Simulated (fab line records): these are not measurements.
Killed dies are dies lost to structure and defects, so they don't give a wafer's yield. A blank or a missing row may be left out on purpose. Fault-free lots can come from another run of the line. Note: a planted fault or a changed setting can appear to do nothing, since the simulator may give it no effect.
fab line records    flow n5-finfet
record: lots: 11  wafers: 33  last-day: 17
route steps=1938 shown BEOL_M5@1173 PASSIVATION@1936
lots untouched by any fault: they come from a run of this same line in which no faults occurred
start-h: the number of hours between the record's first day and the start of the first shown wafer of the lot    wait-h: time in hours since the lot's previous step    " as in the row above    L1.1+2: a single row standing in for several wafers    - no value present, or no start provided    * or withheld: withheld    < > ~ a bound
route shown NAME@n: NAME is a module with steps in the file, n the number in the route of the first one    usual: mean and standard deviation over wafers with no fault    same: alike in all rows    chamber/n: place in a boat    sites: per-site readings    _std_site: the values' standard deviation    _edge_site: outer sites' mean less inner sites'    radius-mm: for every site, how far away it sits from the centre of the wafer    mask NAME#n: copy n    behind: the tool/chamber that last shaped the wafer    hold: why the lot was held/for how many hours/how that ended    device: the n, p or np transistor that did not switch    end of line: the route-end tests of the same wafers    a step without rows: its recipe alone    killed: not the wafer's yield, but the dies lost to structure and defects at the first sort    map: shows each die of a wafer: x if killed, . if not, _ if none is there
set.NAME: setting as actually run; set.NAME@STEP: the setting as run at that earlier step    model.NAME: the simulator's own value behind a step, which no gauge read
steps of the route over a sample of lots; a table a step, a row a wafer
services: the hour from which a tool's chamber was out of use, counted from the record's first day as start-h (under 0 if before that day), plus the number of hours and why
== steps ==
step: N5_BEOL_M5_SURFACE_TREAT_87
recipe: gas: Ar  time-s: *  ion-energy-ev: *  ion-current-ma-cm2: 0.5  pressure-mtorr: *  ar-flow-sccm: 30
usual: throttle-valve-pct: *
lot.wafer  tool            chamber  start-h  wait-h  throttle-valve-pct
L629.2     pvd-sputter-03  -        177.00   0.3     *
L629.4     "               -        "        "       *
L629.5     "               -        "        "       *
L632.1     pvd-sputter-03  -        190.59   0.3     *
L632.4     "               -        "        "       *
L632.6     "               -        "        "       *
L631.1     pvd-sputter-03  -        195.47   0.2     *
L631.3     "               -        "        "       *
L631.4     "               -        "        "       *
L633.1     pvd-sputter-01  -        211.42   0.1     *
L633.5     "               -        "        "       *
L633.6     "               -        "        "       *
L634.1     pvd-sputter-01  -        226.49   1.4     *
L634.3     "               -        "        "       *
L634.4     "               -        "        "       *
L638.3     pvd-sputter-01  -        250.76   0.3     *
L638.5     "               -        "        "       *
L638.6     "               -        "        "       *
L641.3     pvd-sputter-03  -        252.49   0.3     *
L641.4     "               -        "        "       *
L641.6     "               -        "        "       *
L637.2     pvd-sputter-01  -        252.50   0.2     *
L637.5     "               -        "        "       *
L637.6     "               -        "        "       *
L644.1     pvd-sputter-02  -        289.24   0.3     *
L644.3     "               -        "        "       *
L644.6     "               -        "        "       *
L648.2     pvd-sputter-02  -        306.89   0.1     *
L648.5     "               -        "        "       *
L648.6     "               -        "        "       *
L649.2     pvd-sputter-02  -        309.01   0.2     *
L649.4     "               -        "        "       *
L649.6     "               -        "        "       *
step: N5_BEOL_M5_SPUTTER_83
recipe: material: Cu  target-thk-a: 150  temp-c: -20  chamber-pressure-pa: 0.07  power-w: withheld  time-s: 27.62
usual: chuck-gas-flow-sccm: 1.27/0.054  throttle-valve-pct: 30.0/1.1
lot.wafer  tool            chamber  start-h  wait-h  chuck-gas-flow-sccm  throttle-valve-pct
L629.2     pvd-sputter-03  -        179.53   0.5     1.25                 28.1
L629.4     "               -        "        "       1.21                 31.9
L629.5     "               -        "        "       1.27                 31.9
L632.1     pvd-sputter-02  -        193.37   0.5     1.31                 29.8
L632.4     "               -        "        "       1.30                 29.7
L632.6     "               -        "        "       1.38                 29.5
L631.1     pvd-sputter-02  -        197.94   0.5     1.36                 29.4
L631.3     "               -        "        "       1.29                 29.5
L631.4     "               -        "        "       1.29                 30.7
L633.1     pvd-sputter-02  -        213.83   0.5     1.24                 29.1
L633.5     "               -        "        "       1.09                 29.7
L633.6     "               -        "        "       1.24                 29.0
L634.1     pvd-sputter-02  -        228.98   0.5     1.31                 29.0
L634.3     "               -        "        "       1.18                 29.4
L634.4     "               -        "        "       1.34                 30.7
L638.3     pvd-sputter-02  -        253.24   0.5     1.21                 29.6
L638.5     "               -        "        "       1.26                 29.7
L638.6     "               -        "        "       1.31                 29.0
L641.3     pvd-sputter-03  -        255.01   0.5     1.16                 31.4
L641.4     "               -        "        "       1.17                 28.1
L641.6     "               -        "        "       1.31                 28.1
L637.2     pvd-sputter-01  -        255.15   0.5     1.23                 30.9
L637.5     "               -        "        "       1.27                 31.4
L637.6     "               -        "        "       1.19                 31.2
L644.1     pvd-sputter-01  -        291.66   0.5     1.21                 29.0
L644.3     "               -        "        "       1.26                 31.3
L644.6     "               -        "        "       1.22                 31.0
L648.2     pvd-sputter-03  -        309.29   0.5     1.22                 28.1
L648.5     "               -        "        "       1.32                 30.6
L648.6     "               -        "        "       1.26                 28.1
L649.2     pvd-sputter-02  -        311.46   0.5     1.29                 31.0
L649.4     "               -        "        "       1.19                 29.3
L649.6     "               -        "        "       1.30                 29.5
step: N5_BEOL_M5_ECD_50
recipe: material: Cu  target-thk-a: 3000
lot.wafer   tool       chamber  start-h  wait-h
L629.2+4+5  ecd-cu-01  0        181.82   0.1
L632.1+4+6  ecd-cu-02  0,1,0    195.66   0.1
L631.1+3+4  ecd-cu-01  0,1,0    200.23   0.1
L633.1+5+6  ecd-cu-02  1,1,0    216.12   0.1
L634.1+3+4  ecd-cu-02  1,1,0    231.27   0.1
L638.3+5+6  ecd-cu-02  1,0,1    255.55   0.1
L641.3+4+6  ecd-cu-02  1,0,1    257.32   0.1
L637.2+5+6  ecd-cu-01  1,1,0    257.44   0.1
L644.1+3+6  ecd-cu-01  0,1,0    293.95   0.1
L648.2+5+6  ecd-cu-02  1,0,1    311.58   0.1
L649.2+4+6  ecd-cu-02  1        313.75   0.1
step: N5_BEOL_M5_CMP_52
recipe: stop-on: SiCOH_lowk  t-overpolish-s: 6.9  down-force-psi: 1  platen-rpm: 50  clearing-platen-down-force-psi: 1.5  clearing-platen-rpm: 50  post-cmp-clean: cu-alkaline  target-thk-nm: 62  clearing-platen-pad-velocity-m-s: 0.99484  pad-velocity-m-s: 0.99484
usual: motor-current-A: 5.9/0.43  time-to-endpoint-s: 62.6/2.4
lot.wafer  tool    chamber  start-h  wait-h  motor-current-A  time-to-endpoint-s
L629.2     cmp-02  0        183.45   0.3     5.5              60.0
L629.4     "       2        "        "       6.3              58.3
L629.5     "       0        "        "       5.4              57.4
L632.4     cmp-02  0        196.14   0.2     5.4              62.7
L632.1     "       1        "        "       6.2              62.6
L632.6     "       0        "        "       5.7              57.5
L631.4     cmp-02  0        200.61   0.1     5.4              66.5
L631.3     "       1        "        "       6.1              65.9
L631.1     "       2        "        "       6.2              62.6
L633.1     cmp-03  1        216.51   0.3     6.4              64.4
L633.5     "       1        "        "       6.3              68.2
L633.6     "       2        "        "       5.9              64.6
L634.1     cmp-03  1        231.65   0.3     6.5              62.3
L634.3     "       2        "        "       5.8              62.7
L634.4     "       0        "        "       6.2              63.8
L638.3     cmp-02  1        255.96   0.2     6.3              66.7
L638.5     "       0        "        "       5.5              61.7
L638.6     "       1        "        "       6.1              65.3
L641.4     cmp-03  1        257.72   0.2     6.6              66.2
L641.3     "       2        "        "       5.8              63.7
L641.6     "       1        "        "       6.9              61.9
L637.2     cmp-01  0        257.83   0.2     5.2              62.7
L637.5     "       0        "        "       5.4              65.8
L637.6     "       1        "        "       5.9              63.8
L644.3     cmp-03  2        294.37   0.2     5.9              63.0
L644.1     "       0        "        "       6.2              61.8
L644.6     "       1        "        "       6.6              61.0
L648.2     cmp-03  0        312.08   0.3     5.9              37.8
L648.6     "       1        "        "       6.7              38.4
L648.5     "       2        "        "       6.0              61.4
L649.4     cmp-02  3        314.22   0.2     5.8              63.0
L649.2     "       0        "        "       5.5              38.1
L649.6     "       1        "        "       6.4              37.7
step: N5_BEOL_M5_PRE_CLEAN_77
recipe: gas: NH3/H2  time-s: 15  temp-c: *  rf-power-w: 300
usual: heater-power-outer-w: 27/11  heater-power-w: 95/16
lot.wafer  tool       chamber  start-h  wait-h  heater-power-outer-w  heater-power-w
L629.2     cvd-co-01  2        183.75   0.0     15                    82
L629.4     "          1        "        "       30                    104
L629.5     "          0        "        "       44                    120
L632.1     cvd-co-01  0        196.43   0.0     45                    117
L632.4     "          2        "        "       15                    82
L632.6     "          0        "        "       45                    118
L631.1     cvd-co-02  0        201.01   0.1     27                    89
L631.3     "          2        "        "       29                    98
L631.4     "          2        "        "       30                    99
L633.1     cvd-co-02  1        217.06   0.3     12                    68
L633.5     "          0        "        "       27                    93
L633.6     "          1        "        "       13                    69
L634.1     cvd-co-02  2        231.98   0.0     30                    99
L634.3     "          0        "        "       28                    92
L634.4     "          0        "        "       28                    92
L638.3     cvd-co-01  0        256.25   0.0     45                    119
L638.5     "          2        "        "       15                    86
L638.6     "          1        "        "       30                    102
L641.3     cvd-co-02  1        258.01   0.0     13                    67
L641.4     "          2        "        "       31                    98
L641.6     "          1        "        "       13                    69
L637.2     cvd-co-01  2        258.16   0.0     15                    83
L637.5     "          2        "        "       16                    83
L637.6     "          0        "        "       45                    121
L644.1     cvd-co-01  0        294.67   0.0     44                    121
L644.3     "          2        "        "       15                    85
L644.6     "          1        "        "       29                    102
L648.2     cvd-co-01  1        312.30   0.0     30                    102
L648.5     "          2        "        "       15                    86
L648.6     "          1        "        "       30                    103
L649.2     cvd-co-02  2        314.47   0.0     31                    100
L649.4     "          1        "        "       14                    68
L649.6     "          2        "        "       31                    98
step: N5_PASSIVATION_PROBE_49
usual: defect-limited-yield: 91.5/1.4  killed_at_M0_to_M3: 32/9.8  killed_at_M4_up: 13/5.3  killed-at-contacts: 13/6.4  killed-at-front-end: 39/10  killed-at-other: 3.1/2.5  killed-dies: 100/17  killed-open: 65/13  killed-short: 33/7.7  sort_bin_5_function: 5.0/0.93  sort_bin_6_memory: 3.2/0.69  sort-n-pass: 1080/17  sort-yield-pct: 91.5/1.4
same: gross-dies: 1180  killed-at-back-side: 0  sort_bin_4_leakage[%]: 0  sort_bin_8_speed[%]: 0
lot.wafer  tool       chamber  start-h  wait-h  defect-limited-yield[%]  killed_at_M0_to_M3  killed_at_M4_up  killed-at-contacts  killed-at-front-end  killed-at-other  killed-dies  killed-open  killed-short  sort_bin_5_function[%]  sort_bin_6_memory[%]  sort-n-pass  sort-yield-pct[%]
L632.1     prober-02  -        289.70   0.0     93.1                     16                  13               14                  37                   1                81           56           24            4.0                     2.7                   1099         93.1
L632.4     prober-02  -        289.85   0.2     92.9                     24                  14               4                   36                   6                84           57           26            4.0                     3.0                   1096         92.9
L632.6     prober-02  -        289.95   0.3     93.4                     40                  4                5                   28                   1                78           41           37            4.2                     1.9                   1102         93.4
L633.1     prober-01  -        307.78   0.0     91.3                     45                  3                5                   47                   3                103          67           35            5.1                     3.3                   1077         91.3
L633.5     prober-01  -        307.98   0.2     93.6                     20                  14               5                   34                   3                76           51           24            3.6                     2.6                   1104         93.6
L633.6     prober-01  -        308.03   0.3     90.9                     21                  13               9                   59                   5                107          60           44            5.2                     3.2                   1073         90.9
L634.1     prober-01  -        324.31   0.0     91.6                     34                  13               14                  34                   4                99           59           39            4.8                     3.1                   1081         91.6
L634.3     prober-01  -        324.41   0.1     91.4                     34                  11               14                  40                   2                101          63           36            5.4                     3.1                   1079         91.4
L634.4     prober-01  -        324.46   0.2     91.4                     36                  20               8                   37                   1                102          64           37            5.0                     3.4                   1078         91.4
L638.3     prober-01  -        355.37   0.9     89.8                     48                  20               14                  36                   2                120          87           33            6.7                     3.4                   1060         89.8
L638.5     prober-01  -        355.47   1.0     91.0                     31                  17               16                  35                   7                106          83           23            4.9                     4.0                   1074         91.0
L638.6     prober-01  -        355.52   1.1     90.0                     32                  22               11                  52                   1                118          70           47            5.3                     4.2                   1062         90.0
L644.1     prober-01  -        398.95   0.0     93.6                     27                  10               3                   32                   3                75           53           20            3.6                     2.5                   1105         93.6
L644.3     prober-01  -        399.05   0.1     92.3                     25                  19               11                  34                   2                91           50           36            5.1                     2.5                   1089         92.3
L644.6     prober-01  -        399.20   0.3     91.4                     29                  18               8                   43                   3                101          65           36            5.2                     3.3                   1079         91.4
L649.2     prober-01  -        405.85   0.1     92.9                     33                  9                15                  25                   2                84           52           32            4.6                     2.2                   1096         92.9
L649.4     prober-01  -        405.95   0.2     93.2                     31                  5                9                   25                   10               80           41           39            3.8                     2.5                   1100         93.2
L649.6     prober-01  -        406.05   0.3     92.5                     31                  12               8                   28                   10               89           45           44            4.3                     2.9                   1091         92.5
L648.2     prober-01  -        410.95   0.1     92.1                     31                  13               9                   36                   4                93           62           31            4.6                     3.0                   1087         92.1
L648.5     prober-01  -        411.10   0.2     91.9                     35                  12               13                  30                   5                95           64           31            5.1                     2.5                   1085         91.9
L648.6     prober-01  -        411.15   0.3     93.1                     24                  13               17                  27                   1                82           60           22            4.2                     2.7                   1098         93.1
killed by level:class
L632.1 STI_FIN_REVEAL:geometric-particle:open=13 MOL_CONTACT_COAG:geometric-particle:open=11 FIN_SAQP:geometric-particle:short=7 BEOL_M5:geometric-particle:open=7 STARTING-WAFER:geometric-particle:open=6 BEOL_M0_SAQP:geometric-particle:open=5 MOL_CONTACT_COAG:geometric-particle:short=3 STARTING-WAFER:geometric-particle:short=3
L632.4 FIN_SAQP:geometric-particle:short=7 FIN_SAQP:geometric-particle:open=7 BEOL_M0_SAQP:geometric-particle:short=5 BEOL_M0_SAQP:geometric-particle:open=5 BEOL_M1:geometric-particle:open=5 BEOL_M2:geometric-particle:open=5 STI_FIN_REVEAL:geometric-particle:open=4 STARTING-WAFER:geometric-particle:open=4
L632.6 FIN_SAQP:geometric-particle:short=15 BEOL_M0_SAQP:geometric-particle:short=11 BEOL_M3:geometric-particle:open=10 FIN_SAQP:geometric-particle:open=6 MOL_CONTACT_COAG:geometric-particle:open=5 BEOL_M0_SAQP:geometric-particle:open=4 BEOL_M3:geometric-particle:short=3 ILD0:geometric-particle:open=3
L633.1 FIN_SAQP:geometric-particle:open=22 BEOL_M2:geometric-particle:open=13 FIN_SAQP:geometric-particle:short=10 BEOL_M0_SAQP:geometric-particle:short=9 BEOL_M1:geometric-particle:open=7 BEOL_M0_SAQP:geometric-particle:open=6 BEOL_M3:geometric-particle:open=6 MOL_CONTACT_COAG:geometric-particle:open=3
L633.5 FIN_SAQP:geometric-particle:open=7 DUMMY_GATE:geometric-particle:open=6 BEOL_M0_SAQP:geometric-particle:open=6 FIN_SAQP:geometric-particle:short=5 MOL_CONTACT_COAG:geometric-particle:open=4 BEOL_M0_SAQP:geometric-particle:short=3 STI_FIN_REVEAL:geometric-particle:open=3 GATE_CUT:geometric-particle:short=3
L633.6 FIN_SAQP:geometric-particle:open=18 FIN_SAQP:geometric-particle:short=12 STI_FIN_REVEAL:geometric-particle:open=8 MOL_CONTACT_COAG:geometric-particle:open=8 BEOL_M3:geometric-particle:open=6 BEOL_M2:geometric-particle:short=5 GATE_CUT:geometric-particle:short=5 BEOL_M4:geometric-particle:open=4
L634.1 BEOL_M0_SAQP:geometric-particle:short=12 STI_FIN_REVEAL:geometric-particle:open=11 MOL_CONTACT_COAG:geometric-particle:open=9 FIN_SAQP:geometric-particle:open=8 BEOL_M2:geometric-particle:open=6 BEOL_M4:geometric-particle:open=6 FIN_SAQP:geometric-particle:short=5 MOL_CONTACT_COAG:geometric-particle:short=5
L634.3 STI_FIN_REVEAL:geometric-particle:open=11 FIN_SAQP:geometric-particle:short=10 MOL_CONTACT_COAG:geometric-particle:open=10 BEOL_M0_SAQP:geometric-particle:open=9 BEOL_M0_SAQP:geometric-particle:short=8 BEOL_M2:geometric-particle:open=5 FIN_SAQP:geometric-particle:open=4 DUMMY_GATE:geometric-particle:open=4
L634.4 STI_FIN_REVEAL:geometric-particle:open=10 BEOL_M0_SAQP:geometric-particle:short=10 BEOL_M0_SAQP:geometric-particle:open=9 DUMMY_GATE:geometric-particle:open=8 BEOL_M4:geometric-particle:short=7 MOL_CONTACT_COAG:geometric-particle:open=7 FIN_SAQP:geometric-particle:short=5 BEOL_M4:geometric-particle:open=5
L638.3 BEOL_M3:geometric-particle:open=14 MOL_CONTACT_COAG:geometric-particle:open=13 BEOL_M2:geometric-particle:open=12 FIN_SAQP:geometric-particle:short=8 BEOL_M0_SAQP:geometric-particle:open=8 BEOL_M0_SAQP:geometric-particle:short=7 FIN_SAQP:geometric-particle:open=7 STI_FIN_REVEAL:geometric-particle:open=7
L638.5 FIN_SAQP:geometric-particle:open=13 MOL_CONTACT_COAG:geometric-particle:open=13 BEOL_M3:geometric-particle:open=12 BEOL_M4:geometric-particle:open=11 BEOL_M0_SAQP:geometric-particle:open=7 STI_FIN_REVEAL:geometric-particle:open=6 BEOL_M2:geometric-particle:open=5 BEOL_M0_SAQP:geometric-particle:short=4
L638.6 FIN_SAQP:geometric-particle:short=14 FIN_SAQP:geometric-particle:open=14 BEOL_M2:geometric-particle:open=13 MOL_CONTACT_COAG:geometric-particle:open=9 BEOL_M4:geometric-particle:open=7 STI_FIN_REVEAL:geometric-particle:open=6 BEOL_M0_SAQP:geometric-particle:short=6 BEOL_M3:geometric-particle:open=6
L644.1 BEOL_M2:geometric-particle:open=8 STI_FIN_REVEAL:geometric-particle:open=7 STARTING-WAFER:geometric-particle:short=7 BEOL_M1:geometric-particle:open=6 BEOL_M3:geometric-particle:open=5 FIN_SAQP:geometric-particle:open=4 GATE_CUT:geometric-particle:open=3 BEOL_M4:geometric-particle:open=3
L644.3 MOL_CONTACT_COAG:geometric-particle:open=10 BEOL_M0_SAQP:geometric-particle:short=6 BEOL_M4:geometric-particle:open=6 GATE_CUT:geometric-particle:open=5 GATE_CUT:geometric-particle:short=5 BEOL_M0_SAQP:geometric-particle:open=5 BEOL_M2:geometric-particle:open=4 FIN_SAQP:geometric-particle:open=3
L644.6 STI_FIN_REVEAL:geometric-particle:open=11 BEOL_M2:geometric-particle:open=9 FIN_SAQP:geometric-particle:open=8 MOL_CONTACT_COAG:geometric-particle:open=7 BEOL_M3:geometric-particle:open=7 FIN_SAQP:geometric-particle:short=5 GATE_CUT:geometric-particle:short=5 BEOL_M2:geometric-particle:short=5
L649.2 BEOL_M0_SAQP:geometric-particle:short=15 MOL_CONTACT_COAG:geometric-particle:open=12 BEOL_M0_SAQP:geometric-particle:open=11 STI_FIN_REVEAL:geometric-particle:open=8 BEOL_M4:geometric-particle:open=5 FIN_SAQP:geometric-particle:short=3 GATE_CUT:geometric-particle:short=3 MOL_CONTACT_COAG:geometric-particle:short=3
L649.4 BEOL_M0_SAQP:geometric-particle:short=12 BEOL_M0_SAQP:geometric-particle:open=11 MOL_CONTACT_COAG:geometric-particle:open=7 FIN_SAQP:geometric-particle:open=6 GATE_CUT:geometric-particle:short=6 FIN_SAQP:geometric-particle:short=3 STI_FIN_REVEAL:geometric-particle:open=3 BEOL_M1:geometric-particle:short=3
L649.6 BEOL_M0_SAQP:geometric-particle:short=12 FIN_SAQP:geometric-particle:short=7 STI_FIN_REVEAL:geometric-particle:open=7 MOL_CONTACT_COAG:geometric-particle:open=6 GATE_CUT:geometric-particle:short=5 BEOL_M0_SAQP:geometric-particle:open=5 BEOL_M4:geometric-particle:short=5 BEOL_M1:geometric-particle:short=4
L648.2 BEOL_M2:geometric-particle:open=9 MOL_CONTACT_COAG:geometric-particle:open=8 BEOL_M4:geometric-particle:open=8 DUMMY_GATE:geometric-particle:open=6 FIN_SAQP:geometric-particle:open=5 STI_FIN_REVEAL:geometric-particle:open=5 BEOL_M1:geometric-particle:open=5 BEOL_M3:geometric-particle:open=5
L648.5 BEOL_M0_SAQP:geometric-particle:open=8 BEOL_M0_SAQP:geometric-particle:short=8 STI_FIN_REVEAL:geometric-particle:open=7 MOL_CONTACT_COAG:geometric-particle:open=7 FIN_SAQP:geometric-particle:open=6 MOL_CONTACT_COAG:geometric-particle:short=6 FIN_SAQP:geometric-particle:short=5 BEOL_M3:geometric-particle:open=5
L648.6 MOL_CONTACT_COAG:geometric-particle:open=13 FIN_SAQP:geometric-particle:open=5 BEOL_M0:geometric-particle:open=5 BEOL_M2:geometric-particle:open=5 STARTING-WAFER:geometric-particle:open=5 STI_FIN_REVEAL:geometric-particle:open=4 MOL_CONTACT_COAG:geometric-particle:short=4 BEOL_M0_SAQP:geometric-particle:open=4
== services ==
tool            chamber  start-h  hours  kind
cmp-01          -        161.14   0.8    repair
cvd-co-01       -        178.50   1.1    repair
pvd-sputter-01  -        194.82   4.9    repair
cmp-03          -        198.46   4.0    pm
cmp-03          -        202.46   -      consumable-replace:conditioner
cmp-03          -        202.46   -      consumable-replace:pad
cmp-01          -        208.84   35.8   repair
cmp-02          -        227.95   2.5    repair
cvd-co-01       -        233.89   1.6    repair
cvd-co-01       1        235.94   3.0    repair
cvd-co-02       -        239.66   6.9    pm
cmp-02          -        258.39   1.6    repair
cmp-01          -        288.75   4.0    pm
ecd-cu-02       -        291.80   5.1    pm
cmp-02          -        292.10   3.0    pm
cmp-01          -        292.75   -      consumable-replace:conditioner
cmp-01          -        292.75   -      consumable-replace:pad
ecd-cu-02       -        303.07   0.3    repair
cmp-02          -        304.22   8.7    pm
cvd-co-01       0        312.28   8.3    repair
== key ==
first-sign: step: N5_BEOL_M5_CMP_52  reading: time-to-endpoint-s  direction: down  sigmas: 10  usual: *  struck: *
effect none on later readings
met-at N5_BEOL_M5_ECD_50
struck-lots L648,L649
struck-wafers L648.2,L648.6,L649.2,L649.6
not-acting-at N5_BEOL_M5_SURFACE_TREAT_87,N5_BEOL_M5_SPUTTER_83,N5_BEOL_M5_PRE_CLEAN_77
onset-between 257.32 311.58
fault: kind: process-parameter-drift  tool: ecd-cu-02  chamber: -  onset-h: 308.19  steps: N5_BEOL_M5_ECD_50  channel: target-thk-a  offset: *  shape: step  end-h: 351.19  scope: struck-wafers-only  acts-in: *  stated: *
